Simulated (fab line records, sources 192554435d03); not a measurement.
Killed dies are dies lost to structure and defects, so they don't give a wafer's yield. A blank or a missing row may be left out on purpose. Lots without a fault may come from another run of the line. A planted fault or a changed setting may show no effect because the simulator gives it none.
Chamber matching | flow n5_finfet | N5_BEOL_M3_PRE_CLEAN_60 on cvd_co-01: 3 sister chambers
The step time 15 s. 6 wafers are shown with their chamber, then 8 later ones without.

WAFERS WITH THEIR CHAMBER
wafer  | chamber | heater_power_w (W)
L878.4 | 0       | 130
L879.1 | 0       | 132
L884.1 | 1       | 126
L884.5 | 2       | 54
L884.6 | 1       | 122
L886.2 | 2       | 54

WAFERS WITHOUT THEIR CHAMBER
wafer  | heater_power_w (W)
L886.3 | 125
L886.4 | 55
L889.2 | 124
L889.5 | 127
L889.6 | 126
L888.2 | 55
L888.4 | 133
L888.6 | 55

WHICH CHAMBER EACH WENT THROUGH
wafer  | from the rows above     | in truth
L886.3 | 1                       | 1
L886.4 | 2                       | 2
L889.2 | 1                       | 1
L889.5 | can't be placed: 1 or 0 | 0
L889.6 | can't be placed: 1 or 0 | 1
L888.2 | 2                       | 2
L888.4 | 0                       | 0
L888.6 | 2                       | 2
Placed correctly: 6 of 8. Can't be placed from these rows: 2 (the true chamber is among the candidates in 2). Placed wrongly: 0.
How it was worked out, from the rows above alone: a wafer's distance from a chamber is the root of the sum, over the readings, of the square of ((its reading less the chamber's mean) divided by the reading's scatter). The wafer belongs to the nearest chamber; if the next one is less than 2 further off, it can't be placed. A chamber's mean is the mean of its shown wafers. The scatter: the root of (the sum of the squares of (reading less its chamber's mean) over the shown wafers, divided by (wafers less chambers)).
